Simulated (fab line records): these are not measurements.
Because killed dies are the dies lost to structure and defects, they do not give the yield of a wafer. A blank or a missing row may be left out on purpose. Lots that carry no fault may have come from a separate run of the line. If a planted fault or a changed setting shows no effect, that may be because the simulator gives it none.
8D (eight disciplines) problem report, filled in by code :: flow n5-finfet :: the parts of the form that need people (team, actions taken, sign-off) are left out

## 1. THE PROBLEM
Mean of raw-defect-count at N5_BEOL_M5_INSPECT_30: 987 across 2 wafers in 2 lots; on wafers with no fault it is 410 (standard deviation 85). That is +6.8 standard deviations from the usual mean.
The step: inspects for defects (brightfield).
First seen on wafer L133.2, day 11 22:53, on defect-inspect-02. Wafers with a number at this step in the record: 12, from 4 lots. Rule for "out" (also "out of limits"): further than 4 standard deviations from the usual mean. The rest of the wafers with a number are treated as sound.

## 2. WHAT IT IS, AND WHAT IT ISN'T
question: which readings at this step
is: raw-defect-count
is not: -

question: which lots
is: L133, L134
is not: L131, L142

question: which wafers of those lots
is: L133.2, L134.5
is not: L133.3, L133.6, L134.1, L134.4

question: read on which gauges
is: defect-inspect-01, defect-inspect-02
is not: -

question: when
is: from day 11 22:53
is not: up to then (5 sound wafers); but 5 sound wafers of L134, L142 came after

## 3. SUSPECTS, AND WHAT RULES EACH OUT
Counting: if a tool at a process step up to the reading ran every lot that is out, it stays a suspect. Sound lots after the first of them don't rule it out here, since some wafers of a struck lot are sound.
- the gauge at N5_BEOL_M5_INSPECT_30 is ruled out. The wafers that are out were read on 2 gauges (defect-inspect-01, defect-inspect-02).
- rie-diel-02 at N5_BEOL_M5_ETCH_62 (etches SOC in N2/H2, target depth 75 nm, overetch 15 nm, time 112.5 s): kept. It processed each lot that is out (first: L133, day 11 22:04); up to then, its last sound lot is L131 (day 11 05:02).
- Within rie-diel-02 at N5_BEOL_M5_ETCH_62: the wafers that are out ran in chamber 3; their sound lot-mates ran in chambers 1, 2.
After counting, what remains is rie-diel-02 at N5_BEOL_M5_ETCH_62.

## 4. THE CAUSE (what the simulator had put in)
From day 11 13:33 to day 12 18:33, rie-diel-02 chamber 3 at N5_BEOL_M5_ETCH_62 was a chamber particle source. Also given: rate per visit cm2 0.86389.
This tool alone remained once counting was done.

## 5. SEQUENCE OF EFFECTS, ordered by route
One row per reading whose mean, taken over the struck wafers that have a number, lies over 3 standard deviations from the usual. Scope: only readings with a usual standard deviation given in the record; hours: median across lots of the time from each lot's start at the first step in this table that gives one to its start at this step; sigmas: change in usual standard deviations.
hours: 0
step: N5_BEOL_M5_INSPECT_30
reading: raw-defect-count
usual: 410
on struck wafers: 987
change: +577
sigmas: +6.8

hours: 109
step: N5_PASSIVATION_PROBE_49
reading: defect-limited-yield
usual: 91.4 %
on struck wafers: 81.0
change: -10.4
sigmas: -6.5

hours: 109
step: N5_PASSIVATION_PROBE_49
reading: killed_at_M4_up
usual: 13
on struck wafers: 137
change: +124
sigmas: +24

hours: 109
step: N5_PASSIVATION_PROBE_49
reading: killed-dies
usual: 102
on struck wafers: 224
change: +122
sigmas: +6.4

hours: 109
step: N5_PASSIVATION_PROBE_49
reading: sort_bin_5_function
usual: 5.1 %
on struck wafers: 11.9
change: +6.8
sigmas: +6.2

hours: 109
step: N5_PASSIVATION_PROBE_49
reading: sort-n-pass
usual: 1078
on struck wafers: 956
change: -122
sigmas: -6.4

hours: 109
step: N5_PASSIVATION_PROBE_49
reading: sort-yield-pct
usual: 91.4 %
on struck wafers: 81.0
change: -10.4
sigmas: -6.5
Its process steps:
- N5_PASSIVATION_PROBE_49

## 6. HOW IT WOULD HAVE BEEN CAUGHT EARLIER
9 hours passed between the start of the fault at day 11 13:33 and the first reading out of limits at a measuring or inspecting step in this record, taken at day 11 22:53.
An alarm limit of 4 standard deviations would not have fired on the tool readings at N5_BEOL_M5_ETCH_62 for which the record gives a usual standard deviation, since none of them was out on any struck wafer.
L134, from the lots that are out (2), started N5_BEOL_M5_ETCH_62 on rie-diel-02 later than day 11 22:53. Had the tool been put on hold then, it would have been spared.
